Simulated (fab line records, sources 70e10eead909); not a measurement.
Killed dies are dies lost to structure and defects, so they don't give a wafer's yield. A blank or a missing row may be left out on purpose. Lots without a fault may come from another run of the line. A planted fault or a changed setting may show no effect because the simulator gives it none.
A struck lot beside a sound one | flow nand_harc | 19 steps out of a route of 1302
Sound: wafers L213.2, L213.4, L213.6. Struck: wafers L219.1, L219.3, L219.6. The cause comes at the end.
At each step with rows: each side's tool, then ch and its chambers, then its first start. Under that, the readings that differ: sound wafers | struck wafers | difference of the means | sigmas: that difference in standard deviations of wafers without a fault.
alike: readings whose means differ by less than 2 such deviations, and words and numbers that are the same on both sides. not compared: withheld readings, readings that some wafer has no value for, bounds like >300 that may hide the same value, and numbers for which the record gives no deviation and whose values overlap.
The two part at a step that has a row with sigmas, a row that says differs or no value, or rows on one side only. Numbers that don't overlap but have no deviation are shown without sigmas and don't part them. A reading that every wafer of one side lacks parts them only if that side has two wafers or more.

NHARC_P_GATE_ALD_36: deposits SiNx, target thk 20 nm, pulse time 60 s, ald cycles 223.
  sound on ald_sin-03 ch 1,2,3, day 5 18:22; struck on ald_sin-03 ch 1,3, day 8 06:33
  alike: heater_power_w, precursor_pulse_height_rel
NHARC_P_GATE_ETCHBACK_37: etches the open film in CHF3/O2, target depth 34.5 nm, time 17.2 s.
  sound on rie_diel-12 ch 0,2; struck on rie_diel-06 ch 0,2
  reading               | sound             | struck            | difference | sigmas
  oes_product_au (a.u.) | 1.013 1.007 1.016 | 0.943 0.942 0.934 | -0.072     | -3
  alike: drypump_motor_current_A, rf_vpp_V, showerhead_plenum_p_Torr, throttle_valve_pct
  not compared: rf_hours_counter_h
NHARC_P_GATE_STRIP_101: strips in O2, time 20 s.
  sound on rie_diel-12 ch 0,2, day 6 02:58; struck on rie_diel-06 ch 1,2,3, day 8 15:10
  alike: drypump_motor_current_A, oes_product_au, rf_vpp_V, showerhead_plenum_p_Torr, throttle_valve_pct
  not compared: rf_hours_counter_h
then, 9 steps without rows for these wafers: NHARC_P_GATE_PRECLEAN_97 (cleans in SPM, time 600 s); NHARC_P_GATE_SRD_98; NHARC_P_GATE_PRECLEAN_99 (cleans in SC1); NHARC_P_GATE_SRD_100; NHARC_P_GATE_DEHYDRATE_38 (time 120 s); NHARC_P_GATE_HMDS_39 (time 30 s); NHARC_P_GATE_COAT_40; NHARC_P_GATE_SOFTBAKE_41 (time 95 s); NHARC_P_GATE_EBR_42.
NHARC_P_GATE_EXPOSE_43: exposes mask P NSD, target cd 720 nm.
  sound on krf_scanner-02 ch 0, day 6 03:44; struck on krf_scanner-01 ch 0, day 8 15:56
  reading            | sound                   | struck                           | difference | sigmas
  mask               | P_NSD#0 P_NSD#0 P_NSD#0 | P_NSD_R1#0 P_NSD_R1#0 P_NSD_R1#0 | differs    |
  reticle_temp_C (C) | 22.86 23.02 22.93       | 23.13 23.21 23.15                | +0.23      | +2
  alike: exposure_dose_mJ_cm2
then, 2 steps without rows for these wafers: NHARC_P_GATE_PEB_44 (peb time 85 s); NHARC_P_GATE_DEVELOP_45 (time 70 s).
NHARC_P_GATE_CD_MEAS_46: target cd 720 nm.
  sound on cd_sem-03 ch 0, day 6 03:53; struck on cd_sem-03 ch 0, day 8 16:05
  reading    | sound             | struck            | difference | sigmas
  cd_nm (nm) | 720.1 720.1 719.4 | 628.5 626.4 628.2 | -92.2      | -54
then, 1 step without rows for these wafers: NHARC_P_GATE_HARDBAKE_47 (time 80 s).
NHARC_P_GATE_DESCUM_48: chemistry O2, time 3 s.
  sound on rie_diel-06 ch 0,2, day 6 04:03; struck on rie_diel-12 ch 1,2, day 8 16:16
  reading                 | sound             | struck            | difference | sigmas
  model.P_GATE.cd_nm (nm) | 720.8 720.5 719.3 | 628.5 625.8 627.6 | -92.9      |
  alike: drypump_motor_current_A, oes_product_au, rf_vpp_V, showerhead_plenum_p_Torr, throttle_valve_pct
  not compared: rf_hours_counter_h
then, 1 step without rows for these wafers: NHARC_P_GATE_IMPLANT_49.

WHERE THEY PART
First at NHARC_P_GATE_ETCHBACK_37; last, within this record, at NHARC_P_GATE_CD_MEAS_46. Later steps at which nothing parts them and some readings are alike: NHARC_P_GATE_DESCUM_48.

WHY: what the simulator had put in
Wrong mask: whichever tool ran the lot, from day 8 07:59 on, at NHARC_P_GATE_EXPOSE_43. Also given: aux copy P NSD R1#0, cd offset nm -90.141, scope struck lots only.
